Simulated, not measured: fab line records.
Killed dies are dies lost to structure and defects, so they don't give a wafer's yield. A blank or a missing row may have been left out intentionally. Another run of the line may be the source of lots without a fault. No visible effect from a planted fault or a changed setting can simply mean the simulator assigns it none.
Matching of chambers | flow n5-finfet | N5_MOL_CONTACT_COAG_ETCH_66 on rie-diel-01: 4 sister chambers
The step etches SiARC in CF4, target depth 13 nm, time 21.7 s. 14 wafers are shown with their chamber, then 7 later ones without.

## WAFERS PAIRED WITH THEIR CHAMBERS
wafer  | chamber | throttle-valve-pct (%) | oes-product-au (a.u.) | showerhead-plenum-p-Torr (Torr)
L077.1 | 1       | 15.80                  | 0.67                  | 2.23
L077.2 | 2       | 15.97                  | 0.59                  | 2.21
L077.4 | 2       | 15.97                  | 0.59                  | 2.21
L080.2 | 0       | 15.15                  | 0.74                  | 2.26
L080.3 | 2       | 15.98                  | 0.59                  | 2.21
L080.4 | 1       | 15.80                  | 0.66                  | 2.23
L084.1 | 1       | 15.81                  | 0.66                  | 2.23
L084.3 | 2       | 16.01                  | 0.58                  | 2.21
L084.5 | 0       | 15.19                  | 0.74                  | 2.25
L085.2 | 0       | 15.18                  | 0.74                  | 2.25
L085.4 | 2       | 16.00                  | 0.58                  | 2.20
L085.6 | 3       | 15.24                  | 0.75                  | 2.10
L086.1 | 3       | 15.25                  | 0.75                  | 2.10
L086.2 | 2       | 16.00                  | 0.58                  | 2.20

SIGNATURES, as means of the wafers listed above
reading                  | chamber 0 | chamber 1 | chamber 2 | chamber 3 | scatter within a chamber
throttle-valve-pct       | 15.1733   | 15.8033   | 15.9883   | 15.2450   | 0.0157
oes-product-au           | 0.7400    | 0.6633    | 0.5850    | 0.7500    | 0.00465
showerhead-plenum-p-Torr | 2.2533    | 2.2300    | 2.2067    | 2.1000    | 0.00447
Rule: for each reading, subtract the chamber's mean from the wafer's reading, divide by that reading's scatter and square the result; add these up over the readings and take the root, which gives the wafer's distance from the chamber. The wafer belongs to the nearest chamber; if the next one is less than 2 further off, it can't be placed. The scatter: the root of (the sum of the squares of (reading less its chamber's mean) over the shown wafers, divided by (wafers less chambers)).

## WAFERS WITH NO CHAMBER GIVEN
wafer  | throttle-valve-pct (%) | oes-product-au (a.u.) | showerhead-plenum-p-Torr (Torr)
L086.3 | 15.83                  | 0.65                  | 2.23
L087.1 | 16.00                  | 0.57                  | 2.20
L087.2 | 15.18                  | 0.73                  | 2.25
L087.5 | 15.18                  | 0.74                  | 2.25
L097.1 | 15.89                  | 0.64                  | 2.22
L097.3 | 15.24                  | 0.71                  | 2.24
L097.6 | 15.30                  | 0.71                  | 2.09

## THE CHAMBER EACH PASSED THROUGH
wafer  | from the rows above | in truth
L086.3 | 1                   | 1
L087.1 | 2                   | 2
L087.2 | 0                   | 0
L087.5 | 0                   | 0
L097.1 | 1                   | 1
L097.3 | 0                   | 0
L097.6 | 3                   | 3
Correct placement for 7 of the 7. Not placeable from these rows: 0. Placed wrongly: 0.
